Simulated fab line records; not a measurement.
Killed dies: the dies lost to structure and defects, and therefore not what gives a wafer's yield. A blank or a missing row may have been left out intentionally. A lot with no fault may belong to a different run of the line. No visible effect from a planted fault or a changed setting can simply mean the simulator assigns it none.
fab line records    flow nandHarc
record: lots: 12  wafers: 35  lastDay: 33
route steps=1302 shown P_ZERO_WELL@29 P_STI@90 END@1302
lots that met no fault: from a run of the same line without faults
startH: hours from the record's first day to the start of the lot's first wafer shown    waitH: time in hours since the lot's previous step    " repeats the value in the row above    L1.1+2: a row that stands for several wafers    - no value present, or no start provided    * or withheld: withheld    < > ~ a bound
route shown NAME@n: a module of which the file shows steps, and the number in the route of the first    usual: mean/standard deviation of fault-free wafers    same: alike in all rows    chamber/n: place in a boat    sites: each site's reading    _std_site: standard deviation across them    _edge_site: outer sites' mean less inner sites'    radiusMm: for every site, how far away it sits from the centre of the wafer    mask NAME#n: copy n    behind: the most recent tool/chamber to have shaped the wafer    hold: why the lot was held/for how many hours/how that ended    device: transistor that didn't switch, given as n, p or np    end of line: the same wafers' tests at the end of the route    a step given without rows: its recipe and nothing more    killed: the dies lost at the first sort to structure and to defects; this is not the yield of the wafer    map: a wafer's dies, marking killed ones x, the rest . and places with no die _
set.NAME: the setting that was run; set.NAME@STEP: the one run at that earlier step    model.NAME: the simulator's own value behind a step, which no gauge read
the route's steps for a sample of lots (tables are steps, rows are wafers)
services: the hour from which a tool's chamber was out of use, counted from the record's first day as startH (under 0 if before that day), plus the number of hours and why
== steps ==
step: NHARC_P_ZERO_WELL_CD_MEAS_24
recipe: targetCdNm: 720  landingEnergyEv: 500
usual: cdNm: 719.6/1.5
lot.wafer  tool      chamber  startH  waitH  cdNm
L950.2     cdSem-03  0        43.34   -      720.4
L950.3     "         0        "       "      722.5
L950.4     "         0        "       "      722.4
L951.2     cdSem-01  0        52.46   -      722.2
L951.5     "         0        "       "      720.8
L951.6     "         0        "       "      720.6
L953.3     cdSem-02  0        72.56   -      717.8
L953.5     "         0        "       "      718.3
L953.6     "         0        "       "      716.3
L954.2     cdSem-03  0        82.72   -      720.1
L954.5     "         0        "       "      718.8
L956.3     cdSem-01  0        102.46  -      721.8
L956.4     "         0        "       "      718.9
L956.5     "         0        "       "      719.3
L962.2     cdSem-01  0        162.70  -      718.8
L962.3     "         0        "       "      721.8
L962.5     "         0        "       "      719.0
L963.3     cdSem-01  0        172.88  -      719.7
L963.4     "         0        "       "      720.9
L963.5     "         0        "       "      720.2
L964.1     cdSem-01  0        182.58  -      719.4
L964.3     "         0        "       "      719.8
L964.6     "         0        "       "      719.9
L966.1     cdSem-03  0        202.47  -      717.8
L966.2     "         0        "       "      718.1
L966.5     "         0        "       "      721.7
L969.2     cdSem-02  0        232.34  -      720.6
L969.5     "         0        "       "      719.1
L969.6     "         0        "       "      717.8
L970.1     cdSem-02  0        242.60  -      721.9
L970.5     "         0        "       "      719.7
L970.6     "         0        "       "      717.8
L971.1     cdSem-01  0        252.49  -      719.4
L971.4     "         0        "       "      720.4
L971.5     "         0        "       "      719.2
step: NHARC_P_ZERO_WELL_DESCUM_26
recipe: timeS: 3  o2FlowSccm: 200  arFlowSccm: 0  biasPowerW: 0  chemistry: O2
usual: drypumpMotorCurrentA: 5.9/0.45  o2FlowSccm: 199.9/0.56  oesProductAu: 0.998/0.01  rfVppV: 57.6/0.91  showerheadPlenumPTorr: 1.89/0.067  throttleValvePct: 11.312/0.009
lot.wafer  tool        chamber  startH  waitH  drypumpMotorCurrentA  o2FlowSccm  oesProductAu  rfHoursCounterH  rfVppV  showerheadPlenumPTorr  throttleValvePct
L950.3     rieDiel-04  1        43.49   -      5.6                   198.6       0.986         9                57.6    1.96                   11.307
L950.2     "           2        "       "      5.5                   201.5       1.010         13               57.1    1.91                   11.306
L950.4     "           3        "       "      5.6                   200.1       0.985         12               58.3    1.82                   11.310
L951.2     rieDiel-04  3        52.65   -      5.6                   199.9       0.992         14               57.4    1.82                   11.316
L951.6     "           0        "       "      6.6                   199.5       1.016         -                58.4    1.98                   11.314
L951.5     "           1        "       "      5.7                   199.2       1.001         -                57.0    1.96                   11.299
L953.3     rieDiel-04  1        72.71   -      5.6                   199.1       0.988         18               57.6    1.96                   11.320
L953.5     "           1        "       "      5.7                   200.6       0.990         -                58.2    1.96                   11.320
L953.6     "           2        "       "      5.6                   200.2       1.005         -                58.3    1.90                   11.296
L954.2     rieDiel-04  2        82.99   -      5.6                   200.0       1.009         24               56.8    1.90                   11.316
L954.5     "           3        "       "      5.6                   200.3       0.981         -                55.8    1.81                   11.311
L956.3     rieDiel-04  3        102.62  -      5.6                   200.0       0.990         31               56.6    1.81                   11.306
L956.4     "           1        "       "      5.7                   200.1       0.992         25               57.9    1.96                   11.298
L956.5     "           2        "       "      5.6                   199.8       0.990         -                58.9    1.90                   11.303
L962.2     rieDiel-11  1        162.86  -      5.8                   199.6       1.000         21               56.7    1.88                   11.316
L962.3     "           3        "       "      5.4                   199.7       1.000         21               57.5    1.77                   11.308
L962.5     "           1        "       "      5.8                   200.5       0.997         -                58.3    1.88                   11.310
L963.3     rieDiel-05  0        173.03  -      6.7                   199.6       0.990         42               56.6    1.82                   11.313
L963.4     "           2        "       "      6.2                   199.6       0.976         43               59.3    1.97                   11.311
L963.5     "           0        "       "      6.7                   200.4       0.988         -                58.6    1.82                   11.316
L964.1     rieDiel-11  2        182.77  -      5.5                   200.5       1.003         22               58.4    1.81                   11.311
L964.3     "           3        "       "      5.4                   200.2       0.999         27               56.8    1.77                   11.298
L964.6     "           0        "       "      6.3                   199.0       1.002         -                57.7    1.91                   11.319
L966.2     rieDiel-05  3        202.64  -      5.7                   199.3       0.978         53               57.8    1.82                   11.318
L966.1     "           0        "       "      6.7                   199.4       0.981         49               58.4    1.81                   11.298
L966.5     "           2        "       "      6.2                   200.1       0.983         -                58.8    1.97                   11.297
L969.2     rieDiel-04  0        232.50  -      6.6                   200.5       1.007         12               57.7    1.96                   11.309
L969.6     "           0        "       "      6.7                   200.4       1.003         -                58.9    1.96                   11.323
L969.5     "           1        "       "      5.7                   199.4       0.998         -                58.5    1.95                   11.309
L970.1     rieDiel-11  3        242.82  -      5.4                   200.7       1.004         47               57.4    1.76                   11.308
L970.5     "           0        "       "      6.3                   200.6       1.009         -                57.6    1.90                   11.319
L970.6     "           1        "       "      5.8                   199.7       0.992         -                57.1    1.87                   11.321
L971.4     rieDiel-04  2        252.66  -      5.6                   199.8       1.004         20               57.6    1.88                   11.304
L971.1     "           0        "       "      6.6                   200.3       1.007         19               58.2    1.96                   11.308
L971.5     "           1        "       "      5.7                   199.3       0.988         -                57.3    1.94                   11.313
step: NHARC_P_ZERO_WELL_EXPOSE_34
recipe: na: 0.6  targetCdNm: 720  doseMj: 22.31  maskId: P_PWELL
usual: exposureDoseMJCm2: 22.311/0.021  stageVelMmS: 499.98/0.27
lot.wafer  tool           chamber  startH  waitH  mask       exposureDoseMJCm2  stageVelMmS
L950.2     krfScanner-04  0        44.70   -      P_PWELL#0  22.338             499.93
L950.3     "              0        "       "      P_PWELL#0  22.333             499.65
L950.4     "              0        "       "      P_PWELL#0  22.325             499.95
L951.2     krfScanner-02  0        53.94   -      P_PWELL#0  22.285             499.98
L951.5     "              0        "       "      P_PWELL#0  22.314             499.92
L951.6     "              0        "       "      P_PWELL#0  22.316             499.90
L953.3     krfScanner-01  0        73.93   -      P_PWELL#0  22.318             499.74
L953.5     "              0        "       "      P_PWELL#0  22.331             499.76
L953.6     "              0        "       "      P_PWELL#0  22.315             499.34
L954.2     krfScanner-01  0        84.15   -      P_PWELL#0  22.306             499.79
L954.5     "              0        "       "      P_PWELL#0  22.303             499.65
L956.3     krfScanner-01  0        103.82  -      P_PWELL#0  22.300             499.89
L956.4     "              0        "       "      P_PWELL#0  22.341             500.01
L956.5     "              0        "       "      P_PWELL#0  22.310             499.91
L962.2     krfScanner-04  0        164.19  -      P_PWELL#0  22.335             500.04
L962.3     "              0        "       "      P_PWELL#0  22.278             500.28
L962.5     "              0        "       "      P_PWELL#0  22.313             500.09
L963.3     krfScanner-04  0        174.25  -      P_PWELL#0  22.325             499.78
L963.4     "              0        "       "      P_PWELL#0  22.321             499.94
L963.5     "              0        "       "      P_PWELL#0  22.318             500.07
L964.1     krfScanner-01  0        184.06  -      P_PWELL#0  22.277             500.02
L964.3     "              0        "       "      P_PWELL#0  22.280             499.86
L964.6     "              0        "       "      P_PWELL#0  22.286             500.23
L966.1     krfScanner-01  0        203.82  -      P_PWELL#0  22.295             499.65
L966.2     "              0        "       "      P_PWELL#0  22.315             499.98
L966.5     "              0        "       "      P_PWELL#0  22.304             499.99
L969.2     krfScanner-01  0        233.82  -      P_PWELL#0  22.307             500.36
L969.5     "              0        "       "      P_PWELL#0  22.326             500.23
L969.6     "              0        "       "      P_PWELL#0  22.286             500.00
L970.1     krfScanner-01  0        243.97  -      P_PWELL#0  22.312             499.97
L970.5     "              0        "       "      P_PWELL#0  22.284             500.47
L970.6     "              0        "       "      P_PWELL#0  22.286             500.64
L971.1     krfScanner-01  0        253.84  -      P_PWELL#0  22.339             499.78
L971.4     "              0        "       "      P_PWELL#0  22.295             500.11
L971.5     "              0        "       "      P_PWELL#0  22.315             499.88
step: NHARC_P_ZERO_WELL_CD_MEAS_37
recipe: targetCdNm: 720  landingEnergyEv: 500
usual: cdNm: 718.9/1.7
lot.wafer  tool      chamber  startH  waitH  cdNm
L950.2     cdSem-02  0        44.85   -      718.0
L950.3     "         0        "       "      715.2
L950.4     "         0        "       "      718.4
L951.2     cdSem-03  0        54.09   -      719.3
L951.5     "         0        "       "      720.7
L951.6     "         0        "       "      718.3
L953.3     cdSem-01  0        74.08   -      721.2
L953.5     "         0        "       "      719.2
L953.6     "         0        "       "      720.6
L954.2     cdSem-03  0        84.30   -      726.7
L954.5     "         0        "       "      726.5
L956.3     cdSem-01  0        103.97  -      721.9
L956.4     "         0        "       "      721.4
L956.5     "         0        "       "      728.6
L962.2     cdSem-01  0        164.34  -      721.0
L962.3     "         0        "       "      717.7
L962.5     "         0        "       "      719.1
L963.3     cdSem-01  0        174.40  -      718.8
L963.4     "         0        "       "      721.7
L963.5     "         0        "       "      721.2
L964.1     cdSem-01  0        184.21  -      717.3
L964.3     "         0        "       "      718.0
L964.6     "         0        "       "      718.8
L966.1     cdSem-01  0        203.98  -      716.2
L966.2     "         0        "       "      717.9
L966.5     "         0        "       "      718.3
L969.2     cdSem-03  0        233.97  -      717.7
L969.5     "         0        "       "      720.2
L969.6     "         0        "       "      717.1
L970.1     cdSem-02  0        244.13  -      718.1
L970.5     "         0        "       "      717.2
L970.6     "         0        "       "      718.9
L971.1     cdSem-01  0        253.99  -      719.0
L971.4     "         0        "       "      719.4
L971.5     "         0        "       "      716.4
step: NHARC_P_STI_ETCH_15
recipe: targetDepthA: 3000  taperDeg: 4  timeS: 100.1  hbrFlowSccm: 150  cl2FlowSccm: 50  rfW: 400  icpW: 400  biasW: 100  chemistry: HBr/Cl2
usual: drypumpMotorCurrentA: 5.7/0.43  oesProductAu: 1.003/0.0087  throttleValvePct: 26.406/0.0086
lot.wafer  tool      chamber  startH  waitH  drypumpMotorCurrentA  oesProductAu  rfHoursCounterH  throttleValvePct
L950.3     rieSi-02  2        65.22   -      6.5                   1.007         0.8              26.416
L950.4     "         3        "       "      6.2                   1.004         1.0              26.406
L950.2     "         1        "       "      6.2                   1.022         0.8              26.419
L951.2     rieSi-02  0        74.62   -      5.6                   1.011         1.1              26.413
L951.6     "         1        "       "      6.2                   1.004         -                26.409
L951.5     "         2        "       "      6.5                   1.011         -                26.397
L953.3     rieSi-04  3        93.14   -      5.6                   1.022         0.5              26.409
L953.5     "         1        "       "      5.3                   1.019         -                26.402
L953.6     "         2        "       "      6.0                   0.995         -                26.400
L954.2     rieSi-06  1        103.90  -      5.9                   0.998         0.1              26.400
L954.5     "         2        "       "      5.0                   0.999         -                26.419
L956.4     rieSi-06  1        123.63  -      5.9                   1.000         0.4              26.400
L956.3     "         2        "       "      5.0                   1.008         0.3              26.396
L956.5     "         0        "       "      5.7                   1.000         -                26.402
L962.3     rieSi-02  1        184.86  -      6.2                   0.997         0.5              26.404
L962.2     "         2        "       "      6.5                   1.002         0.4              26.420
L962.5     "         1        "       "      6.2                   0.991         -                26.407
L963.3     rieSi-06  1        195.20  -      5.9                   1.006         0.8              26.414
L963.4     "         2        "       "      4.9                   1.002         0.8              26.405
L963.5     "         0        "       "      5.7                   0.998         -                26.415
L964.3     rieSi-02  3        203.67  -      6.2                   1.013         0.5              26.407
L964.1     "         0        "       "      5.6                   1.000         0.7              26.392
L964.6     "         3        "       "      6.2                   1.009         -                26.405
L966.2     rieSi-04  0        223.24  -      5.6                   1.007         0.3              26.411
L966.1     "         2        "       "      6.0                   1.010         0.3              26.415
L966.5     "         0        "       "      5.6                   1.002         -                26.411
L969.2     rieSi-04  3        257.61  -      5.5                   1.011         0.4              26.409
L969.5     "         0        "       "      5.6                   1.004         -                26.393
L969.6     "         1        "       "      5.3                   1.000         -                26.406
L970.1     rieSi-06  1        264.37  -      5.9                   0.997         0.1              26.402
L970.5     "         0        "       "      5.7                   1.010         -                26.409
L970.6     "         1        "       "      5.9                   1.007         -                26.414
L971.1     rieSi-06  3        272.91  -      5.5                   0.995         0.1              26.402
L971.4     "         2        "       "      4.9                   1.009         0.1              26.406
L971.5     "         0        "       "      5.7                   1.016         -                26.402
step: NHARC_END_SORT_01
recipe: tempC: 25
usual: killedAtArray: 62/15  killedAtOther: 0.8/1  killedAtPeriphery: 3.7/2.6  killedDies: 66/15  killedOpen: 3.1/1.8  killedShort: 2.6/1.7
same: grossDies: 677
lot.wafer  tool       chamber  startH  waitH  killedAtArray  killedAtOther  killedAtPeriphery  killedDies  killedOpen  killedShort
L954.2     prober-02  0        648.28  2.8    82             1              8                  91          3           2
L964.1     prober-02  0        713.81  2.5    61             1              5                  67          7           5
L964.3     prober-02  0        715.40  3.1    55             0              7                  62          5           3
L964.6     prober-02  0        717.78  4.0    51             1              7                  59          5           5
L962.2     prober-01  0        733.44  2.8    71             1              5                  77          3           4
L962.3     prober-01  0        734.24  3.1    70             0              7                  77          1           3
L962.5     prober-01  0        735.83  3.7    60             0              3                  63          5           2
L966.1     prober-02  0        747.55  2.5    54             0              3                  57          5           3
L966.2     prober-02  0        748.35  2.8    52             0              5                  57          2           4
L966.5     prober-02  0        750.73  3.7    61             0              2                  63          5           0
killed by level:class
L954.2 A_CHANNEL_HOLE_D2:chamberFilmFlake=36 A_SLIT:chamberFilmFlake=33 A_M0:chamberFilmFlake=4 P_GATE:chamberFilmFlake=3 A_CONTACT:chamberFilmFlake=3 A_STAIRCASE:chamberFilmFlake=2 P_CONTACT:geometricParticle:short=1 P_M0:geometricParticle:short=1
L964.1 A_SLIT:chamberFilmFlake=34 A_CHANNEL_HOLE_D1:chamberFilmFlake=10 A_BLC:chamberFilmFlake=3 A_STAIRCASE:chamberFilmFlake=3 P_GATE:geometricParticle:open=2 A_ONON_D2:geometricParticle:short=2 A_ONON_D2:geometricParticle:open=2 P_BONDPAD:chamberFilmFlake=2
L964.3 A_SLIT:chamberFilmFlake=29 A_CHANNEL_HOLE_D1:chamberFilmFlake=10 A_STAIRCASE:chamberFilmFlake=5 P_CONTACT:geometricParticle:open=2 P_GATE:chamberFilmFlake=2 P_BONDPAD:chamberFilmFlake=2 A_BLC:chamberFilmFlake=2 P_M0:geometricParticle:open=1
L964.6 A_SLIT:chamberFilmFlake=24 A_CHANNEL_HOLE_D1:chamberFilmFlake=10 A_STAIRCASE:chamberFilmFlake=5 P_BONDPAD:chamberFilmFlake=4 P_M1:geometricParticle:open=2 A_ONON_D2:geometricParticle:short=2 A_CONTACT:geometricParticle:open=2 A_BLC:chamberFilmFlake=2
L962.2 A_SLIT:chamberFilmFlake=25 A_CHANNEL_HOLE_D2:chamberFilmFlake=19 A_CHANNEL_HOLE_D1:chamberFilmFlake=11 A_CONTACT:chamberFilmFlake=8 P_BONDPAD:chamberFilmFlake=2 A_STAIRCASE:chamberFilmFlake=2 P_GATE:geometricParticle:short=1 P_CONTACT:geometricParticle:short=1
L962.3 A_SLIT:chamberFilmFlake=28 A_CHANNEL_HOLE_D2:chamberFilmFlake=22 A_CONTACT:chamberFilmFlake=6 P_BONDPAD:chamberFilmFlake=5 A_STAIRCASE:chamberFilmFlake=4 A_CHANNEL_HOLE_D1:chamberFilmFlake=3 A_ZERO_WELL:chamberFilmFlake=2 P_GATE:geometricParticle:short=1
L962.5 A_SLIT:chamberFilmFlake=23 A_CHANNEL_HOLE_D2:chamberFilmFlake=23 A_CONTACT:chamberFilmFlake=5 A_SGD_CUT:geometricParticle:open=2 P_GATE:chamberFilmFlake=2 A_CHANNEL_HOLE_D1:chamberFilmFlake=2 P_CONTACT:geometricParticle:open=1 A_CHANNEL_FILL_D1:geometricParticle:short=1
L966.1 A_CHANNEL_HOLE_D1:chamberFilmFlake=31 A_STAIRCASE:chamberFilmFlake=5 A_CONTACT:chamberFilmFlake=4 A_SLIT:chamberFilmFlake=3 A_M0:chamberFilmFlake=2 P_CONTACT:geometricParticle:open=1 P_M0:geometricParticle:open=1 A_ONON_D1:geometricParticle:open=1
L966.2 A_CHANNEL_HOLE_D1:chamberFilmFlake=30 P_CONTACT:chamberFilmFlake=4 A_STAIRCASE:chamberFilmFlake=4 A_SLIT:chamberFilmFlake=3 A_CONTACT:chamberFilmFlake=3 A_CHANNEL_HOLE_D1:unspecified=2 A_SOURCE_PLATE:geometricParticle:short=1 A_ONON_D2:geometricParticle:short=1
L966.5 A_CHANNEL_HOLE_D1:chamberFilmFlake=32 A_CONTACT:chamberFilmFlake=10 A_STAIRCASE:chamberFilmFlake=6 A_SLIT:chamberFilmFlake=4 A_CHANNEL_HOLE_D1:unspecified=2 A_CHANNEL_HOLE_D2:chamberFilmFlake=2 P_M1:geometricParticle:open=1 A_ONON_D1:geometricParticle:open=1
== services ==
tool           chamber  startH  hours  kind
rieSi-06       2        42.24   1.2    repair
rieSi-02       2        50.51   2.2    repair
rieSi-06       -        58.11   1.8    repair
rieSi-06       -        72.00   9.0    pm
rieDiel-11     -        79.46   9.0    pm
rieSi-04       -        81.42   0.2    repair
rieSi-06       -        84.71   1.1    repair
krfScanner-04  -        89.74   25.6   repair
rieSi-02       3        97.78   6.1    repair
rieDiel-11     -        99.96   0.5    repair
rieSi-02       -        100.00  9.0    pm
rieDiel-11     2        109.90  2.3    repair
rieDiel-11     2        118.34  20.8   repair
rieSi-02       -        122.80  0.1    repair
krfScanner-01  -        140.00  4.0    pm
krfScanner-04  -        142.08  0.6    repair
rieSi-04       0        145.83  2.4    repair
rieDiel-04     1        149.36  2.1    repair
krfScanner-04  -        156.57  0.7    repair
krfScanner-01  -        165.13  0.3    repair
rieDiel-04     -        180.72  9.0    pm
krfScanner-01  -        190.88  0.3    repair
rieDiel-04     1        213.66  2.2    repair
rieSi-06       -        249.00  9.0    pm
== key ==
firstSign: step: NHARC_P_ZERO_WELL_CD_MEAS_37  reading: cdNm  direction: up  sigmas: 4.9  usual: 718.9  struck: 727.3
effect none on later readings
metAt NHARC_P_ZERO_WELL_EXPOSE_34
struckLots L954,L956
struckWafers L954.2,L954.5,L956.5
testerLeftOut L954,L956
notActingAt NHARC_P_ZERO_WELL_CD_MEAS_24,NHARC_P_ZERO_WELL_DESCUM_26,NHARC_P_STI_ETCH_15
onsetBetween 73.93 84.15
fault: kind: processParameterDrift  tool: krfScanner-01  chamber: -  onsetH: 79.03  steps: NHARC_P_ZERO_WELL_EXPOSE_34  channel: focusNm  offset: 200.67  shape: step  endH: 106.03  scope: struckWafersOnly
testerLeftOut: of these lots the tester's yield and bins aren't shown, on N5 and GAA mostly nor the transistor test; their killed dies are dies lost to structure and defects alone, not to doping, threshold or leakage, so they don't give the yield
